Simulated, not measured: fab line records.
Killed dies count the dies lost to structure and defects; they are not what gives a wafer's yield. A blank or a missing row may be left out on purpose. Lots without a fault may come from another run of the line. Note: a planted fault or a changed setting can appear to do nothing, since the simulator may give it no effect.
Struck lot and sound lot, side by side -- flow n5-finfet -- 41 steps out of a route of 1938
Sound: wafers L426.1, L426.3, L426.4. Wafers struck: L443.1, L443.3, L443.5. The cause is named last.
For every step that has rows: the tool of each side, followed by ch and its chambers, followed by its first start. Under that, the readings that differ: sound wafers -- struck wafers -- difference of the means -- sigmas: that difference in standard deviations of wafers without a fault.
alike: a reading whose means differ by less than 2 such deviations, as well as words and numbers matching on both sides. not compared: withheld readings; readings where some wafer has no value; bounds like >300 that might hide an equal value; numbers whose values overlap and for which the record gives no deviation.
A row with sigmas, a row that says differs or no value, or rows on one side alone: a step with any of these is where the two part. Non-overlapping numbers with no deviation appear without sigmas and do not part them. Lack of a reading on every wafer of one side parts them only where that side has two or more wafers.

first, 2 steps without rows for these wafers: N5_BEOL_M1_PRECLEAN_42 (cleans in residue remover, time 60 s); N5_BEOL_M1_SRD_43 (time 30 s).
N5_BEOL_M1_CD_MEAS_35: target cd 18 nm, target cd y 21 nm.
  sound: cd-sem-01 at day 6 14:20; struck: cd-sem-01 at day 11 10:30
  alike: cd-nm
then, 8 steps without rows for these wafers: N5_BEOL_M1_DEGAS_44 (time 60 s); N5_BEOL_M1_PRE_CLEAN_45 (time 30 s); N5_BEOL_M1_ALD_84 (deposits TaN, pulse time 2 s, purge time 3 s, co reactant purge time 2 s); N5_BEOL_M1_SURFACE_TREAT_85; N5_BEOL_M1_CVD_47 (deposits Co from CCTBA/H2, target thk 3 nm, time 223.8 s); N5_BEOL_M1_SPUTTER_48 (material Cu, target thk 4.5 nm, time 8.29 s); N5_BEOL_M1_ANNEAL_49 (time 240 s); N5_BEOL_M1_SPUTTER_79 (material Cu, target thk 4.5 nm, time 8.29 s).
N5_BEOL_M1_ANNEAL_80: time 240 s.
  sound: pvd-sputter-03 at day 6 15:55; struck: pvd-sputter-02 at day 11 14:10
  alike: heater-power-w
N5_BEOL_M1_SPUTTER_81: material Cu, target thk 4.5 nm, time 8.29 s.
  sound: pvd-sputter-03 at day 6 16:03; struck: pvd-sputter-02 at day 11 14:18
  alike: throttle-valve-pct
N5_BEOL_M1_ANNEAL_82: time 240 s.
  sound: pvd-sputter-03 at day 6 16:08; struck: pvd-sputter-02 at day 11 14:23
  alike: heater-power-w
N5_BEOL_M1_SPUTTER_86: material Cu, target thk 4.5 nm, time 8.29 s.
  sound: pvd-sputter-03 at day 6 16:16; struck: pvd-sputter-02 at day 11 14:31
  alike: throttle-valve-pct
then, 17 steps without rows for these wafers: N5_BEOL_M1_ANNEAL_87 (time 240 s); N5_BEOL_M1_SPUTTER_88 (material Cu, target thk 4.5 nm, time 8.29 s); N5_BEOL_M1_ANNEAL_89 (time 240 s); N5_BEOL_M1_SPUTTER_90 (material Cu, target thk 4.5 nm, time 8.29 s); N5_BEOL_M1_ANNEAL_91 (time 240 s); N5_BEOL_M1_SPUTTER_92 (material Cu, target thk 4.5 nm, time 8.29 s); N5_BEOL_M1_ANNEAL_93 (time 240 s); N5_BEOL_M1_SPUTTER_94 (material Cu, target thk 4.5 nm, time 8.29 s); N5_BEOL_M1_ANNEAL_95 (time 240 s); N5_BEOL_M1_SPUTTER_96 (material Cu, target thk 4.5 nm, time 8.29 s); N5_BEOL_M1_ECD_50 (material Cu, target thk 300 nm); N5_BEOL_M1_ANNEAL_51 (time 90 s); N5_BEOL_M1_CMP_52 (polishes, stops on SiOC, t overpolish 6.8 s, target thk 40 nm); N5_BEOL_M1_PRE_CLEAN_60 (time 15 s); N5_BEOL_M1_CO_CAP_55 (material Co, precursor CCTBA/H2, target thk 2 nm, time 102.1 s); N5_BEOL_M1_PRE_CLEAN_56 (time 15 s); N5_BEOL_M1_DEP_57 (deposits SiCN from 3MS/NH3, target thk 8 nm, time 14 s).
N5_BEOL_M1_RS_MEAS_58: measurement is done with a four-point probe.
  sound: film-metro-01 at day 6 18:29; struck: film-metro-01 at day 11 16:53
  alike: M1_RS
N5_BEOL_M2_ILD_DEP_00: deposits SiOC from DEMS/O2, target thk 79 nm, time 15.3 s.
  sound on pecvd-03 ch 0,1,2, day 6 18:33; struck on pecvd-04 ch 0, day 11 16:57
  alike: heater-power-outer-w, heater-power-w, showerhead-plenum-p-Torr, throttle-valve-pct
  not compared: since-wet-clean-h
N5_BEOL_M2_THK_MEAS_01:
  sound: film-metro-02 at day 6 18:37; struck: film-metro-02 at day 11 17:02
  alike: M2_ILD_THK
then, 1 step without rows for these wafers: N5_BEOL_M2_PECVD_72 (deposits SiO2 from TEOS/O2, target thk 16 nm, time 18 s).
N5_BEOL_M2_HM_DEP_02: deposits TiN, target thk 20 nm.
  sound: pvd-sputter-03 at day 6 18:49; struck: pvd-sputter-03 at day 11 18:08
  alike: throttle-valve-pct
then, 3 steps without rows for these wafers: N5_BEOL_M2_COAT_61 (time 60 s, resist thk 60 nm); N5_BEOL_M2_COAT_62 (time 60 s, resist thk 12 nm); N5_BEOL_M2_COAT_73 (time 60 s, resist thk 5 nm).
-- record jumps: 6 days separate the struck wafers' starts on either side; left off in module BEOL_M2, taken up again in module PASSIVATION, whose first shown step is the route's number 1936 --
N5_PASSIVATION_PROBE_49:
  sound: prober-02 at day 12 13:09; struck: prober-01 at day 17 09:20
reading,sound,struck,difference,sigmas
defect-limited-yield (%),89.1 88.9 91.8,79.3 82.3 80.2,-9.3,-6
killed_at_M0_to_M3,28 25 12,183 160 165,+148,+13
killed-at-front-end,80 66 59,19 20 33,-44,-3
killed-dies,129 131 97,244 209 234,+110,+6
sort_bin_5_function (%),6.3 7.3 5.0,15.4 11.7 12.4,+7.0,+6
sort-n-pass,1051 1049 1083,936 971 946,-110,-6
sort-yield-pct (%),89.1 88.9 91.8,79.3 82.3 80.2,-9.3,-6
  alike: killed_at_M4_up, killed-at-contacts, killed-at-other, killed-open, killed-short, sort_bin_6_memory, sort_bin_8_speed

== WHERE THEY PART ==
Only at N5_PASSIVATION_PROBE_49, within this record.

WHY: whatever the simulator had introduced
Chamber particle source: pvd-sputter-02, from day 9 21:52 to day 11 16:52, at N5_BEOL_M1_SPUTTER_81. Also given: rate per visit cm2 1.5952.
